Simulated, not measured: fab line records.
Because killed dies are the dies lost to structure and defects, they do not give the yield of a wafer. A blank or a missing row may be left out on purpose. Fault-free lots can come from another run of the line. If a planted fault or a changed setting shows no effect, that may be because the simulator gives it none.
fab line records + flow n5_finfet + part 2 of 2: steps 25 to 35 of 35
[record]
- lots = 5
- wafers = 15
- last_day = 18
route steps=1938 shown BEOL_M6@1245 BEOL_M7@1263
lots with no fault: from the same line, run without faults
start_h: the number of hours between the record's first day and the start of the first shown wafer of the lot + wait_h: time in hours since the lot's previous step + " unchanged from the row above + L1.1+2: one row covering several wafers at once + - value missing, or start not given + * or withheld: withheld + < > ~ a bound
route shown NAME@n: names a module that has steps shown in the file, with the first one's number in the route + usual: the fault-free wafers' mean and standard deviation + same: alike in all rows + chamber/n: place in a boat + sites: readings site by site + _std_site: the values' standard deviation + _edge_site: outer sites' mean less inner sites' + radius_mm: how far each site lies from the wafer's centre + mask NAME#n: copy n + behind: the last tool/chamber to shape the wafer + hold: the reason the lot was held/the length of the hold in hours/how it ended + device: transistor that didn't switch, given as n, p or np + end of line: at the end of the route, the tests of the same wafers + a step without rows: its recipe alone + killed: count of dies lost to structure and defects at first sort (not the wafer's yield) + map: the dies of a wafer, with x for killed, . for not killed, _ for no die there
set.NAME: the run value of the setting; set.NAME@STEP: its run value at that earlier step + model.NAME: the simulator's own value behind a step, which no gauge read
lots at some steps of the route; a table a step, a row a wafer
services: the hour from which a tool's chamber was out of use, counted from the record's first day as start_h (under 0 if before that day), plus the number of hours and why
[[steps]]
[step N5_BEOL_M7_COAT_60]
[recipe]
- resist = SiARC
- temp_c = 220
- time_s = 60
- spin_rpm = 1500
- resist_thk_nm = 35
[same]
- time_s = 60
| lot.wafer  | tool           | chamber | start_h | wait_h |
|------------|----------------|---------|---------|--------|
| L075.2+3+6 | litho_track-03 | 0       | -       | -      |
| L079.1+3+6 | litho_track-04 | 0       | -       | -      |
| L084.1+4+5 | litho_track-04 | 0       | -       | -      |
| L094.1+4+6 | litho_track-04 | 0       | -       | -      |
| L096.1+2+6 | litho_track-01 | 0       | -       | -      |
[step N5_BEOL_M7_COAT_05]
[recipe]
- resist = CAR-ArF
- spin_rpm = 1500
- resist_thk_nm = 90
| lot.wafer  | tool           | chamber | start_h | wait_h |
|------------|----------------|---------|---------|--------|
| L075.2+3+6 | litho_track-03 | 0       | -       | -      |
| L079.1+3+6 | litho_track-04 | 0       | -       | -      |
| L084.1+4+5 | litho_track-04 | 0       | -       | -      |
| L094.1+4+6 | litho_track-04 | 0       | -       | -      |
| L096.1+2+6 | litho_track-01 | 0       | -       | -      |
[step N5_BEOL_M7_EBR_07]
[recipe]
- solvent = PGMEA
- ebr_width_mm = 1.5
[same]
- ebr_width_mm = 1.5
| lot.wafer  | tool           | chamber | start_h | wait_h |
|------------|----------------|---------|---------|--------|
| L075.2+3+6 | litho_track-03 | 0       | -       | -      |
| L079.1+3+6 | litho_track-04 | 0       | -       | -      |
| L084.1+4+5 | litho_track-04 | 0       | -       | -      |
| L094.1+4+6 | litho_track-04 | 0       | -       | -      |
| L096.1+2+6 | litho_track-01 | 0       | -       | -      |
[step N5_BEOL_M7_SOFTBAKE_06]
[recipe]
- temp_c = 110
- time_s = 60
- resist = CAR-ArF
[same]
- time_s = 60
| lot.wafer  | tool           | chamber | start_h | wait_h |
|------------|----------------|---------|---------|--------|
| L075.2+3+6 | litho_track-03 | 0       | -       | -      |
| L079.1+3+6 | litho_track-04 | 0       | -       | -      |
| L084.1+4+5 | litho_track-04 | 0       | -       | -      |
| L094.1+4+6 | litho_track-04 | 0       | -       | -      |
| L096.1+2+6 | litho_track-01 | 0       | -       | -      |
[step N5_BEOL_M7_EXPOSE_08]
[recipe]
- mask_id = M7
- na = 1.35
- source_shape = dipole
- sigma_inner = 0.817
- sigma_outer = 0.97
- polarization = te
- dose_mj = 68.25
[usual]
- reticle_temp_C = 23.00/0.1
| lot.wafer | tool            | chamber | start_h | wait_h | mask | reticle_temp_C |
|-----------|-----------------|---------|---------|--------|------|----------------|
| L075.2    | arfi_scanner-03 | 0       | 194.87  | -      | M7#0 | 23.19          |
| L075.3    | "               | 0       | "       | "      | M7#0 | 23.03          |
| L075.6    | "               | 0       | "       | "      | M7#0 | 23.15          |
| L079.1    | arfi_scanner-01 | 0       | 216.10  | -      | M7#0 | 22.98          |
| L079.3    | "               | 0       | "       | "      | M7#0 | 22.97          |
| L079.6    | "               | 0       | "       | "      | M7#0 | 22.92          |
| L084.1    | arfi_scanner-02 | 0       | 248.97  | -      | M7#0 | 22.94          |
| L084.4    | "               | 0       | "       | "      | M7#0 | 23.24          |
| L084.5    | "               | 0       | "       | "      | M7#0 | 22.99          |
| L094.1    | arfi_scanner-03 | 0       | 318.64  | -      | M7#0 | 22.98          |
| L094.4    | "               | 0       | "       | "      | M7#0 | 22.97          |
| L094.6    | "               | 0       | "       | "      | M7#0 | 22.93          |
| L096.1    | arfi_scanner-02 | 0       | 344.78  | -      | M7#0 | 22.95          |
| L096.2    | "               | 0       | "       | "      | M7#0 | 22.99          |
| L096.6    | "               | 0       | "       | "      | M7#0 | 23.03          |
[step N5_BEOL_M7_PEB_09]
[recipe]
- peb_temp_c = withheld
- peb_time_s = 60
- resist = CAR-ArF
[same]
- peb_time_s = 60
| lot.wafer  | tool           | chamber | start_h | wait_h |
|------------|----------------|---------|---------|--------|
| L075.2+3+6 | litho_track-03 | 0       | 194.93  | 0.0    |
| L079.1+3+6 | litho_track-01 | 0       | 216.16  | 0.1    |
| L084.1+4+5 | litho_track-01 | 0       | 249.04  | 0.1    |
| L094.1+4+6 | litho_track-01 | 0       | 318.70  | 0.1    |
| L096.1+2+6 | litho_track-03 | 0       | 344.84  | 0.1    |
[step N5_BEOL_M7_DEVELOP_10]
[recipe]
- develop_time_s = 30
- developer = TMAH
- resist = CAR-ArF
- rinse_liquid = diw
- dry = air_spin
- dev_temp_c = 23
[usual]
- developer_temp_C = 23.02/0.096
[same]
- develop_time_s = 30
| lot.wafer | tool           | chamber | start_h | wait_h | developer_temp_C |
|-----------|----------------|---------|---------|--------|------------------|
| L075.2    | litho_track-03 | 0       | -       | -      | 22.98            |
| L075.3    | "              | 0       | "       | "      | 22.96            |
| L075.6    | "              | 0       | "       | "      | 23.05            |
| L079.1    | litho_track-01 | 0       | -       | -      | 22.99            |
| L079.3    | "              | 0       | "       | "      | 22.91            |
| L079.6    | "              | 0       | "       | "      | 22.93            |
| L084.1    | litho_track-01 | 0       | -       | -      | 23.00            |
| L084.4    | "              | 0       | "       | "      | 23.03            |
| L084.5    | "              | 0       | "       | "      | 22.93            |
| L094.1    | litho_track-01 | 0       | -       | -      | 23.01            |
| L094.4    | "              | 0       | "       | "      | 22.94            |
| L094.6    | "              | 0       | "       | "      | 23.00            |
| L096.1    | litho_track-03 | 0       | -       | -      | 23.11            |
| L096.2    | "              | 0       | "       | "      | 23.06            |
| L096.6    | "              | 0       | "       | "      | 23.07            |
[step N5_BEOL_M7_CD_MEAS_11]
[recipe]
- target_cd_nm = 38.5
- landing_energy_ev = 500
- detector = se_inlens
- polarity = opening
[usual]
- cd_nm = 38.5/0.44
| lot.wafer | tool      | chamber | start_h | wait_h | cd_nm |
|-----------|-----------|---------|---------|--------|-------|
| L075.2    | cd_sem-03 | 0       | 195.00  | -      | 37.8  |
| L075.3    | "         | 0       | "       | "      | 38.3  |
| L075.6    | "         | 0       | "       | "      | 37.6  |
| L079.1    | cd_sem-01 | 0       | 216.23  | -      | 38.5  |
| L079.3    | "         | 0       | "       | "      | 38.5  |
| L079.6    | "         | 0       | "       | "      | 38.9  |
| L084.1    | cd_sem-02 | 0       | 249.10  | -      | 38.4  |
| L084.4    | "         | 0       | "       | "      | 38.8  |
| L084.5    | "         | 0       | "       | "      | 38.8  |
| L094.1    | cd_sem-01 | 0       | 318.77  | -      | 38.8  |
| L094.4    | "         | 0       | "       | "      | 38.9  |
| L094.6    | "         | 0       | "       | "      | 38.8  |
| L096.1    | cd_sem-02 | 0       | 344.91  | -      | 38.5  |
| L096.2    | "         | 0       | "       | "      | 37.5  |
| L096.6    | "         | 0       | "       | "      | 38.4  |
[step N5_BEOL_M7_OVL_MEAS_12]
[recipe]
- points_per_wafer = 44
[usual]
- M7_OVL = 0.0/0.57
| lot.wafer | tool       | chamber | start_h | wait_h | M7_OVL[nm] |
|-----------|------------|---------|---------|--------|------------|
| L075.2    | overlay-02 | 0       | 195.02  | 0.0    | 0.3        |
| L075.3    | "          | 0       | "       | "      | 0.2        |
| L075.6    | "          | 0       | "       | "      | 0.9        |
| L079.1    | overlay-01 | 0       | 216.26  | 0.0    | -0.3       |
| L079.3    | "          | 0       | "       | "      | -0.7       |
| L079.6    | "          | 0       | "       | "      | -0.3       |
| L084.1    | overlay-02 | 0       | 249.13  | 0.0    | -0.4       |
| L084.4    | "          | 0       | "       | "      | 0.1        |
| L084.5    | "          | 0       | "       | "      | -0.1       |
| L094.1    | overlay-02 | 0       | 318.80  | 0.0    | 0.2        |
| L094.4    | "          | 0       | "       | "      | 0.0        |
| L094.6    | "          | 0       | "       | "      | -0.2       |
| L096.1    | overlay-01 | 0       | 344.94  | 0.0    | -0.1       |
| L096.2    | "          | 0       | "       | "      | -0.4       |
| L096.6    | "          | 0       | "       | "      | -0.2       |
[step N5_BEOL_M7_INSPECT_13]
[recipe]
- mode = adi
- inspect_instrument = brightfield
[usual]
- raw_defect_count = 418/92
| lot.wafer | tool              | chamber | start_h | wait_h | raw_defect_count |
|-----------|-------------------|---------|---------|--------|------------------|
| L075.2    | defect_inspect-02 | -       | 195.05  | 0.0    | 753              |
| L075.3    | "                 | -       | "       | "      | 527              |
| L075.6    | "                 | -       | "       | "      | 402              |
| L079.1    | defect_inspect-02 | -       | 216.28  | 0.0    | 398              |
| L079.3    | "                 | -       | "       | "      | 383              |
| L079.6    | "                 | -       | "       | "      | 348              |
| L084.1    | defect_inspect-01 | -       | 249.16  | 0.0    | 405              |
| L084.4    | "                 | -       | "       | "      | 519              |
| L084.5    | "                 | -       | "       | "      | 305              |
| L094.1    | defect_inspect-01 | -       | 318.82  | 0.0    | 377              |
| L094.4    | "                 | -       | "       | "      | 449              |
| L094.6    | "                 | -       | "       | "      | 487              |
| L096.1    | defect_inspect-01 | -       | 344.96  | 0.0    | 419              |
| L096.2    | "                 | -       | "       | "      | 451              |
| L096.6    | "                 | -       | "       | "      | 566              |
[step N5_BEOL_M7_DESCUM_16]
[recipe]
- chemistry = O2
- time_s = 7.9
- source_power_w = 50
- bias_power_w = 20
- pressure_mtorr = 20
- rf_frequency_hz = 2.712e+07
- temp_c = 40
- resist = CAR-ArF
- o2_flow_sccm = 225
[usual]
- drypump_motor_current_A = 5.6/0.44
- oes_product_au = 0.82/0.078
- rf_vpp_V = 243.6/1.5
- showerhead_plenum_p_Torr = 2.12/0.082
- throttle_valve_pct = 20.43/0.21
[same]
- time_s = 7.9
| lot.wafer | tool        | chamber | start_h | wait_h | drypump_motor_current_A | oes_product_au | rf_hours_counter_h | rf_vpp_V | showerhead_plenum_p_Torr | throttle_valve_pct |
|-----------|-------------|---------|---------|--------|-------------------------|----------------|--------------------|----------|--------------------------|--------------------|
| L075.2    | rie_diel-01 | 0       | 195.08  | 0.0    | 5.1                     | 0.87           | 49                 | 244.5    | 2.23                     | 20.48              |
| L075.3    | "           | 3       | "       | "      | 5.4                     | 0.88           | 48                 | 244.4    | 2.13                     | 20.38              |
| L075.6    | "           | 3       | "       | "      | 5.4                     | 0.88           | -                  | 243.8    | 2.13                     | 20.37              |
| L079.1    | rie_diel-01 | 1       | 216.88  | 0.6    | 6.0                     | 0.85           | 43                 | 245.2    | 2.23                     | 19.99              |
| L079.3    | "           | 0       | "       | "      | 5.0                     | 0.86           | 58                 | 244.2    | 2.22                     | 20.48              |
| L079.6    | "           | 0       | "       | "      | 5.1                     | 0.86           | -                  | 245.2    | 2.22                     | 20.48              |
| L084.1    | rie_diel-03 | 3       | 249.38  | 0.2    | 4.7                     | 0.83           | 77                 | 241.1    | 2.03                     | 20.65              |
| L084.4    | "           | 0       | "       | "      | 5.2                     | 0.95           | 3                  | 245.8    | 2.24                     | 20.36              |
| L084.5    | "           | 0       | "       | "      | 5.2                     | 0.95           | -                  | 244.8    | 2.24                     | 20.36              |
| L094.1    | rie_diel-03 | 1       | 318.86  | 0.0    | 5.9                     | 0.82           | 85                 | 242.7    | 2.12                     | 20.43              |
| L094.4    | "           | 1       | "       | "      | 5.9                     | 0.82           | -                  | 244.4    | 2.12                     | 20.41              |
| L094.6    | "           | 3       | "       | "      | 4.7                     | 0.82           | -                  | 241.8    | 2.02                     | 20.67              |
| L096.1    | rie_diel-01 | 3       | 345.37  | 0.4    | 5.4                     | 0.82           | 104                | 244.0    | 2.11                     | 20.44              |
| L096.2    | "           | 2       | "       | "      | 5.5                     | 0.88           | 41                 | 242.2    | 2.04                     | 20.24              |
| L096.6    | "           | 1       | "       | "      | 6.0                     | 0.81           | -                  | 243.5    | 2.21                     | 20.07              |
[[services]]
| tool            | chamber | start_h | hours | kind   |
|-----------------|---------|---------|-------|--------|
| arfi_scanner-03 | -       | 165.59  | 4.9   | pm     |
| wet_bench-05    | -       | 165.64  | 5.0   | repair |
| arfi_scanner-03 | -       | 174.95  | 1.3   | pm     |
| ecd_cu-02       | -       | 181.93  | 0.6   | repair |
| ecd_cu-01       | -       | 183.87  | 5.6   | repair |
| uv_cure-01      | -       | 191.32  | 7.5   | pm     |
| pecvd-02        | -       | 201.61  | 23.4  | repair |
| ald_metal-03    | -       | 206.09  | 6.0   | pm     |
| ecd_cu-02       | -       | 209.80  | 3.8   | repair |
| pvd_sputter-02  | -       | 222.72  | 1.7   | repair |
| uv_cure-03      | -       | 232.22  | 7.5   | pm     |
| pecvd-01        | -       | 240.01  | 0.7   | repair |
| ald_metal-03    | 3       | 251.50  | 3.4   | repair |
| pecvd-03        | -       | 255.30  | 4.5   | repair |
| uv_cure-03      | -       | 259.64  | 14.6  | pm     |
| cvd_co-01       | 1       | 260.99  | 2.6   | repair |
| uv_cure-01      | -       | 269.13  | 2.1   | pm     |
| rie_diel-01     | 0       | 269.66  | 2.1   | repair |
| pecvd-01        | 1       | 275.40  | 12.4  | repair |
| rie_diel-01     | 0       | 275.75  | 4.7   | repair |
| rtp_anneal-01   | -       | 295.09  | 4.3   | pm     |
| ecd_cu-02       | -       | 296.65  | 2.2   | repair |
| pecvd-01        | 0       | 310.41  | 16.1  | repair |
| rie_diel-01     | 2       | 321.53  | 13.2  | repair |
